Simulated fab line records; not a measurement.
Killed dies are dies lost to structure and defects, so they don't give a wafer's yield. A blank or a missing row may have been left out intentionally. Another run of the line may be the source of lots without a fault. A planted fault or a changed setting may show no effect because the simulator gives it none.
Matching of chambers	flow n5_finfet	4 sister chambers for N5_MOL_CONTACT_COAG_ETCHBACK_132 on rie_diel-02
The step etches SiO2 in CHF3, target depth 10 nm, time 6.7 s. 4 wafers are shown with their chamber, then 7 later ones without.

WAFERS, EACH WITH ITS CHAMBER
wafer	chamber	showerhead_plenum_p_Torr (Torr)
L079.6	2	2.34
L089.5	3	2.45
L092.1	1	2.51
L092.3	0	2.51

WAFERS WHOSE CHAMBER IS MISSING
wafer	showerhead_plenum_p_Torr (Torr)
L092.5	2.51
L093.3	2.51
L093.5	2.51
L093.6	2.45
L096.1	2.33
L096.2	2.51
L096.3	2.45

THE CHAMBER EACH PASSED THROUGH
wafer	from the rows above	in truth
L092.5	can't be placed: 0 or 1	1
L093.3	can't be placed: 0 or 1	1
L093.5	can't be placed: 0 or 1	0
L093.6	3	3
L096.1	2	2
L096.2	can't be placed: 0 or 1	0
L096.3	3	3
Correct placement for 3 of the 7. These rows do not allow placing 4 (true chamber among the candidates in 4). Placed wrongly: 0.
How it was worked out, from the rows above alone: a wafer's distance from a chamber is the root of the sum, over the readings, of the square of ((its reading less the chamber's mean) divided by the reading's scatter). The wafer belongs to the nearest chamber; if the next one is less than 2 further off, it can't be placed. The mean given for a chamber averages the wafers shown for that chamber. The scatter: with one shown wafer a chamber, the root of the mean of the squares of how far each hidden wafer lies from its nearest shown one.
